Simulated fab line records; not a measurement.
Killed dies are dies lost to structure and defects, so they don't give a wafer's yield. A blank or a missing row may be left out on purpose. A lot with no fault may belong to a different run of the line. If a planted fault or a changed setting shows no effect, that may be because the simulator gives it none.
2 desks, one fault    flow nand-harc    every desk sees just its own numbers, and what lay behind them comes last

## METROLOGY DESK
What the gauges read, lot by lot, whatever tool the lot ran on: means of the sampled wafers that have a number. The brackets show how far a lot's mean lies from the usual mean; more than 4 standard deviations puts the lot out of limits, marked OUT.
Columns: A = thk-nm at NHARC_THIN_TSV_THK_MEAS_02, usual 3026 nm
lot   first seen here  A
L489  day 18 16:29     2918
L492  day 19 01:40     2814
L493  day 19 10:58     2973
L490  day 19 17:37     2859
L491  day 20 04:48     2824
L494  day 20 06:00     2906
L495  day 20 12:50     3036
L496  day 21 04:19     2745
L498  day 21 22:19     2985
L502  day 22 09:59     3125
L500  day 22 18:45     2957
L506  day 22 22:21     3226
L510  day 23 23:11     3308
Finding of this desk: none of the 13 lots has anything out of limits.

## THE TOOL OWNER'S DESK: ald-metal-01
The tool's own readings at NHARC_P_CONTACT_ALD_22 (deposits TiN, target thk 3 nm, pulse time 1 s, ald cycles 150): means of the sampled wafers that have a number, for each lot that ran on this tool. The brackets show how far a lot's mean lies from the usual mean; more than 4 standard deviations puts the lot out of limits, marked OUT.
Columns: A = heater-power-w at NHARC_P_CONTACT_ALD_22, usual 1044 W; B = precursor-pulse-height-rel at NHARC_P_CONTACT_ALD_22, usual 1.001
lot   first seen here  A     B
L490  day 6 02:14      1066  1.015
L493  day 7 08:13      1151  1.017
L495  day 7 14:43      958   0.996
L496  day 8 01:14      1080  1.010
L498  day 8 19:10      1065  1.004
L502  day 9 10:44      1055  0.995
L506  day 10 02:22     1184  1.017
Finding of this desk: none of the 7 lots has anything out of limits.

## ALL TOGETHER
Nothing out of limits was seen by the metrology desk.
The tool owner's desk saw nothing out of limits.

## WHAT THE SIMULATOR PUT IN
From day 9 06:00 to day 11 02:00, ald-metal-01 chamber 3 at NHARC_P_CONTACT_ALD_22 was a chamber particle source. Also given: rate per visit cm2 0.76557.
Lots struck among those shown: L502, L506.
